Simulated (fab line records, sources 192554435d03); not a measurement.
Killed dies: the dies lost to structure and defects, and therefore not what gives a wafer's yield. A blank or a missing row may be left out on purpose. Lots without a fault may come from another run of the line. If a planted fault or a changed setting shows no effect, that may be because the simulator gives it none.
Lot-split experiment | flow n5_finfet | route with 1938 steps; 7 lots, 21 wafers read

== ABOUT THE SPLIT ==
At N5_BEOL_M3_EXPOSE_08 (exposes mask M3), the setting dose_mj was moved away from the recipe's 33 on 6 of the 21 wafers read, by -6.5% to +6.3%. The other wafers ran this setting at the recipe's value.

== FROM THE SPLIT TO THE READING: what the file shows between them, 14 steps ==
- N5_BEOL_M3_PEB_09: peb time 60 s
- N5_BEOL_M3_DEVELOP_10: develop time 30 s
- N5_BEOL_M3_CD_MEAS_11: target cd 17.05 nm
- N5_BEOL_M3_DESCUM_16: chemistry O2, time 7 s
- N5_BEOL_M3_ETCH_74: etches underlayer in N2/H2, target depth 6.5 nm, time 5.2 s
- N5_BEOL_M3_ETCH_63: etches SiARC in CF4, target depth 15.6 nm, time 26 s
- N5_BEOL_M3_ETCH_64: etches SOC in N2/H2, target depth 75 nm, overetch 15 nm, time 112.5 s
- N5_BEOL_M3_STRIP_65: strips in N2/H2
- N5_BEOL_M3_STRIP_75: strips in N2/H2
- N5_BEOL_M3_STRIP_66: strips in CF4
- N5_BEOL_M3_HM_OPEN_17: chemistry Cl2/BCl3, target TiN, target depth 20 nm, overetch 6 nm
- N5_BEOL_M3_STRIP_19: strips in O2
- N5_BEOL_M3_PRECLEAN_42: cleans in residue remover, time 60 s
- N5_BEOL_M3_SRD_43: time 30 s

== THE READING ==
cd_nm, in nm, at N5_BEOL_M3_CD_MEAS_35 (target cd 18 nm, target cd y 21 nm). Fault-free wafers of this fab line usually give 18.04 nm, standard deviation 0.28 nm.

wafer  | tool, chamber at the split | dose_mj as run | against the recipe | cd_nm, nm | against lot-mates on the recipe
L075.1 | euv_scanner-02, 0          | 33             | recipe             | 18.07     | -
L075.2 | euv_scanner-02, 0          | 33             | recipe             | 17.90     | -
L075.5 | euv_scanner-02, 0          | 33             | recipe             | 17.95     | -
L080.2 | euv_scanner-02, 0          | 33             | recipe             | 18.23     | -
L080.5 | euv_scanner-02, 0          | 34.93          | +5.8%              | 19.42     | +1.19
L080.6 | euv_scanner-02, 0          | 34.93          | +5.8%              | 19.00     | +0.77
L081.1 | euv_scanner-02, 0          | 30.86          | -6.5%              | 17.04     | no lot-mate on the recipe
L081.3 | euv_scanner-02, 0          | 30.86          | -6.5%              | 16.61     | no lot-mate on the recipe
L081.5 | euv_scanner-02, 0          | 30.86          | -6.5%              | 16.93     | no lot-mate on the recipe
L084.1 | euv_scanner-02, 0          | 33             | recipe             | 18.52     | -
L084.2 | euv_scanner-02, 0          | 35.09          | +6.3%              | 19.15     | +0.87
L084.3 | euv_scanner-02, 0          | 33             | recipe             | 18.04     | -
L088.2 | euv_scanner-01, 0          | 33             | recipe             | 18.13     | -
L088.3 | euv_scanner-01, 0          | 33             | recipe             | 17.95     | -
L088.5 | euv_scanner-01, 0          | 33             | recipe             | 18.20     | -
L092.1 | euv_scanner-02, 0          | 33             | recipe             | 17.85     | -
L092.4 | euv_scanner-02, 0          | 33             | recipe             | 17.70     | -
L092.5 | euv_scanner-02, 0          | 33             | recipe             | 18.02     | -
L096.1 | euv_scanner-02, 0          | 33             | recipe             | 18.04     | -
L096.2 | euv_scanner-02, 0          | 33             | recipe             | 18.02     | -
L096.3 | euv_scanner-02, 0          | 33             | recipe             | 17.99     | -

THE FIT
A straight line over all 21 wafers: cd_nm changes by +0.186 nm for each +1% of dose_mj; r = +0.96; the points scatter about the line by 0.19 nm.
The same after taking each lot's own level away (the mean of its wafers on the recipe; 18 wafers): +0.156 nm for each +1%; r = +0.93; scatter 0.14 nm.
That fit puts the effect of the largest move of dose_mj on the reading at 1 nm.
From 17.857 to 18.280 nm: that is the span of the lots' own levels, equal to 1.5 times the standard deviation above.
Thus the slope moves with the lot-to-lot level: the two fits are different.
Check: +1.06 nm against its lot-mates is what the line predicts for one of the wafers moved furthest among these (+6.3%) when that wafer is left out of the fit. It came out at +0.87 nm against them.

== THE WHOLE CHAIN: every reading that the file lists as answering this split, in the file's order ==
step                  | what it does                                                      | reading                                                               | change (the file's fit)               | r (the file's)
N5_BEOL_M3_CD_MEAS_11 | target cd 17.05 nm                                                | cd_nm                                                                 | +0.24 nm for each +1% of the setting  | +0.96
N5_BEOL_M3_ETCH_74    | etches underlayer in N2/H2, target depth 6.5 nm, time 5.2 s       | BEOL_M3.cd_offset_nm (the simulator's own value, which no gauge read) | +0.189 nm for each +1% of the setting | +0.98
N5_BEOL_M3_ETCH_63    | etches SiARC in CF4, target depth 15.6 nm, time 26 s              | BEOL_M3.cd_offset_nm (the simulator's own value, which no gauge read) | +0.197 nm for each +1% of the setting | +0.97
N5_BEOL_M3_HM_OPEN_17 | chemistry Cl2/BCl3, target TiN, target depth 20 nm, overetch 6 nm | BEOL_M3.cd_offset_nm (the simulator's own value, which no gauge read) | +0.172 nm for each +1% of the setting | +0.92
N5_BEOL_M3_CD_MEAS_35 | target cd 18 nm, target cd y 21 nm                                | cd_nm                                                                 | +0.151 nm for each +1% of the setting | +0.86

== THE FILE'S OWN FIT ==
cd_nm changes by +0.151 nm for each +1% of dose_mj, r = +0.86.
